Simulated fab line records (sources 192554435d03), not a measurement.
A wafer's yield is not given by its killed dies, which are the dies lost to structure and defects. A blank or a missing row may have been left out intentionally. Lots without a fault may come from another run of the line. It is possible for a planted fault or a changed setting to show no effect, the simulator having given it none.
Chamber matching	flow n5-finfet	pecvd-04 running N5_BEOL_M12_ILD_DEP_00: 3 sister chambers
The step deposits SiOC from DEMS/O2, target thk 658.92 nm, time 130.7 s. 30 wafers are shown with their chamber, then 12 later ones without.

WAFERS PAIRED WITH THEIR CHAMBERS
wafer	chamber	throttle-valve-pct (%)	showerhead-plenum-p-Torr (Torr)	heater-power-w (W)
L075.3	1	12.3	5.685	479
L075.4	2	11.0	5.687	575
L075.6	1	12.4	5.676	507
L074.1	1	12.3	5.699	482
L074.4	0	12.5	5.707	510
L074.5	2	11.3	5.684	500
L076.3	2	11.1	5.690	554
L076.4	0	12.8	5.708	412
L076.6	2	11.2	5.687	563
L078.2	1	12.6	5.686	483
L078.4	1	12.2	5.699	515
L078.5	1	12.2	5.687	534
L081.1	1	12.5	5.686	498
L081.3	2	11.1	5.691	501
L081.6	2	11.1	5.694	545
L080.1	1	12.6	5.696	509
L080.4	0	12.6	5.699	484
L080.6	2	11.2	5.685	542
L079.2	0	12.4	5.717	458
L079.3	1	12.3	5.693	447
L079.5	0	12.8	5.711	475
L083.1	2	10.8	5.687	561
L083.4	0	12.4	5.706	489
L083.5	1	12.5	5.680	513
L085.2	2	10.9	5.700	573
L085.3	1	12.2	5.697	461
L085.4	1	12.1	5.693	493
L084.2	0	12.3	5.710	483
L084.4	0	12.6	5.710	511
L084.6	1	12.4	5.699	469

SIGNATURES (averages over the wafers above)
reading	chamber 0	chamber 1	chamber 2	scatter within a chamber
throttle-valve-pct	12.550	12.354	11.078	0.166
showerhead-plenum-p-Torr	5.70850	5.69046	5.68944	0.00635
heater-power-w	477.75	491.54	546.00	27.6
Rule: distance of a wafer from a chamber = root of the sum over the readings of ((wafer's reading minus chamber's mean) / reading's scatter) squared. If the next closest chamber is less than 2 further off than the closest, the wafer can't be placed; otherwise it belongs to the closest. The scatter: the root of (the sum of the squares of (reading less its chamber's mean) over the shown wafers, divided by (wafers less chambers)).

WAFERS WITHOUT THEIR CHAMBER
wafer	throttle-valve-pct (%)	showerhead-plenum-p-Torr (Torr)	heater-power-w (W)
L087.2	12.6	5.712	438
L087.4	12.1	5.687	510
L087.5	11.2	5.679	500
L091.1	12.3	5.695	463
L091.2	11.6	5.709	563
L091.4	11.2	5.702	581
L095.2	12.5	5.701	460
L095.4	12.6	5.708	423
L095.6	12.7	5.720	490
L097.4	12.7	5.706	470
L097.5	12.5	5.675	474
L097.6	11.2	5.699	602

EACH ONE'S CHAMBER
wafer	from the rows above	in truth
L087.2	0	0
L087.4	1	1
L087.5	2	2
L091.1	can't be placed: 1 or 0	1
L091.2	can't be placed: 2 or 1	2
L091.4	2	2
L095.2	can't be placed: 0 or 1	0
L095.4	can't be placed: 0 or 1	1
L095.6	0	0
L097.4	0	0
L097.5	1	1
L097.6	2	2
Correct placement for 8 of the 12. These rows do not allow placing 4 (true chamber among the candidates in 4). Placed wrongly: 0.
